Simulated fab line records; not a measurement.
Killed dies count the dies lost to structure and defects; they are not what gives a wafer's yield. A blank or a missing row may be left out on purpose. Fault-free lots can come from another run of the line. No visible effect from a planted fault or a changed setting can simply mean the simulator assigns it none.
Matching of chambers + flow nandHarc + rieDiel-01 running NHARC_P_M2_ETCH_35: 4 sister chambers
The step etches the open film in N2/H2, target depth 40 nm, overetch 12 nm, time 43.94 s. 4 wafers are shown with their chamber, then 12 later ones without.

WAFERS WITH THEIR CHAMBER
| wafer  | chamber | drypumpMotorCurrentA (A) |
|--------|---------|--------------------------|
| L093.3 | 3       | 5.7                      |
| L094.1 | 2       | 5.9                      |
| L094.2 | 1       | 6.1                      |
| L094.3 | 0       | 5.3                      |

WAFERS WITH NO CHAMBER GIVEN
| wafer  | drypumpMotorCurrentA (A) |
|--------|--------------------------|
| L096.2 | 5.3                      |
| L096.3 | 6.1                      |
| L096.5 | 6.1                      |
| L096.1 | 5.7                      |
| L096.4 | 5.9                      |
| L096.6 | 5.3                      |
| L095.3 | 5.3                      |
| L095.4 | 5.9                      |
| L095.6 | 5.9                      |
| L095.1 | 5.7                      |
| L095.2 | 6.1                      |
| L095.5 | 5.8                      |

WHICH CHAMBER EACH WENT THROUGH
| wafer  | from the rows above     | in truth |
|--------|-------------------------|----------|
| L096.2 | 0                       | 0        |
| L096.3 | 1                       | 1        |
| L096.5 | 1                       | 1        |
| L096.1 | 3                       | 3        |
| L096.4 | 2                       | 2        |
| L096.6 | 0                       | 0        |
| L095.3 | 0                       | 0        |
| L095.4 | 2                       | 2        |
| L095.6 | 2                       | 2        |
| L095.1 | 3                       | 3        |
| L095.2 | 1                       | 1        |
| L095.5 | can't be placed: 3 or 2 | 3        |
Correctly placed: 11 of 12. Can't be placed from these rows: 1 (the true chamber is among the candidates in 1). Wrongly placed: 0.
How it was worked out, from the rows above alone: a wafer's distance from a chamber is the root of the sum, over the readings, of the square of ((its reading less the chamber's mean) divided by the reading's scatter). The wafer belongs to the nearest chamber; if the next one is less than 2 further off, it can't be placed. Each chamber's mean is taken over the wafers shown for it. The scatter: root of mean squared gap, hidden wafer to nearest shown wafer, with one shown wafer a chamber.
